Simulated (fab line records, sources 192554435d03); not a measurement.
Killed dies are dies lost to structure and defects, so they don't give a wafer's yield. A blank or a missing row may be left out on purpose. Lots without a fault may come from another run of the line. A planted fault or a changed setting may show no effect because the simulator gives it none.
A struck lot beside a sound one | flow n5_finfet | 17 steps out of a route of 1938
Sound: wafers L951.2, L951.3, L951.4. Struck: wafers L958.4, L958.6. (L958.3 of the same lot was not struck and is left out.) The cause comes at the end.
At each step with rows: each side's tool, then ch and its chambers, then its first start. Under that, the readings that differ: sound wafers | struck wafers | difference of the means | sigmas: that difference in standard deviations of wafers without a fault.
alike: readings whose means differ by less than 2 such deviations, and words and numbers that are the same on both sides. not compared: withheld readings, readings that some wafer has no value for, bounds like >300 that may hide the same value, and numbers for which the record gives no deviation and whose values overlap.
The two part at a step that has a row with sigmas, a row that says differs or no value, or rows on one side only. Numbers that don't overlap but have no deviation are shown without sigmas and don't part them. A reading that every wafer of one side lacks parts them only if that side has two wafers or more.

first, 9 steps without rows for these wafers: N5_BEOL_M8_COAT_63 (time 60 s, resist thk 60 nm); N5_BEOL_M8_COAT_64 (time 60 s, resist thk 12 nm); N5_BEOL_M8_COAT_71 (time 60 s, resist thk 5 nm); N5_BEOL_M8_COAT_22 (resist thk 30 nm); N5_BEOL_M8_EBR_24; N5_BEOL_M8_SOFTBAKE_23 (time 60 s); N5_BEOL_M8_EXPOSE_25 (exposes mask V7, target cd 40 nm); N5_BEOL_M8_PEB_26 (peb time 60 s); N5_BEOL_M8_DEVELOP_27 (develop time 30 s).
N5_BEOL_M8_CD_MEAS_28: target cd 40 nm.
  sound on cd_sem-01 ch 0, day 11 17:09; struck on cd_sem-01 ch 0, day 12 16:50
  alike: cd_nm
N5_BEOL_M8_OVL_MEAS_29:
  sound on overlay-02 ch 0, day 11 17:11; struck on overlay-02 ch 0, day 12 16:52
  alike: V7_OVL
N5_BEOL_M8_INSPECT_30: inspects for defects (brightfield).
  sound on defect_inspect-01, day 11 17:14; struck on defect_inspect-02, day 12 16:55
  alike: raw_defect_count
N5_BEOL_M8_DESCUM_33: chemistry O2, time 7 s.
  sound on rie_diel-06 ch 0,1,3, day 11 17:16; struck on rie_diel-05 ch 0,1, day 12 16:59
  reading                                      | sound          | struck    | difference | sigmas
  model.CAR-EUV_of_BEOL_M8_COAT_22.thk_nm (nm) | 26 26 26       | 27.6 27.4 | +1.5       |
  model.BEOL_M8.cd_nm (nm)                     | 40.4 40.2 40.2 | 40 40     | +0         |
  alike: drypump_motor_current_A, oes_product_au, rf_vpp_V, showerhead_plenum_p_Torr, throttle_valve_pct
  not compared: rf_hours_counter_h
N5_BEOL_M8_ETCH_72: etches underlayer in N2/H2, target depth 6.5 nm, time 5.2 s.
  sound on rie_diel-06 ch 0,1,3, day 11 17:19; struck on rie_diel-05 ch 0,1, day 12 17:01
  alike: drypump_motor_current_A, etch_rf_on_time_s, oes_product_au, rf_vpp_V, showerhead_plenum_p_Torr, throttle_valve_pct
  not compared: rf_hours_counter_h
N5_BEOL_M8_ETCH_65: etches SiARC in CF4, target depth 15.6 nm, time 26 s.
  sound on rie_diel-06 ch 0,1,3, day 11 17:19; struck on rie_diel-05 ch 0,1, day 12 17:02
  reading                                      | sound          | struck    | difference | sigmas
  model.CAR-EUV_of_BEOL_M8_COAT_22.thk_nm (nm) | 11 11.2 11     | 12.6 12.6 | +1.5       |
  model.BEOL_M8.cd_nm (nm)                     | 40.4 40.2 40.4 | 40 40     | +0         |
  alike: drypump_motor_current_A, etch_rf_on_time_s, oes_product_au, rf_vpp_V, showerhead_plenum_p_Torr, throttle_valve_pct
  not compared: rf_hours_counter_h
N5_BEOL_M8_ETCH_66: etches SOC in N2/H2, target depth 80 nm, overetch 16 nm, time 120 s.
  sound on rie_diel-06 ch 0,1,3, day 11 17:21; struck on rie_diel-05 ch 0,1, day 12 17:04
  alike: drypump_motor_current_A, oes_product_au, rf_vpp_V, showerhead_plenum_p_Torr, throttle_valve_pct
  not compared: rf_hours_counter_h
-- the record jumps here: 3 days lie between the struck wafers' starts before and after (it left off in module BEOL_M8 and takes up again in module PASSIVATION, whose first step shown is number 1936 of the route) --
N5_PASSIVATION_PROBE_49:
  the record has rows for the struck wafers here (prober-01, day 15 14:29) and none for the sound ones

WHERE THEY PART
Only at N5_PASSIVATION_PROBE_49, within this record.

WHY: what the simulator had put in
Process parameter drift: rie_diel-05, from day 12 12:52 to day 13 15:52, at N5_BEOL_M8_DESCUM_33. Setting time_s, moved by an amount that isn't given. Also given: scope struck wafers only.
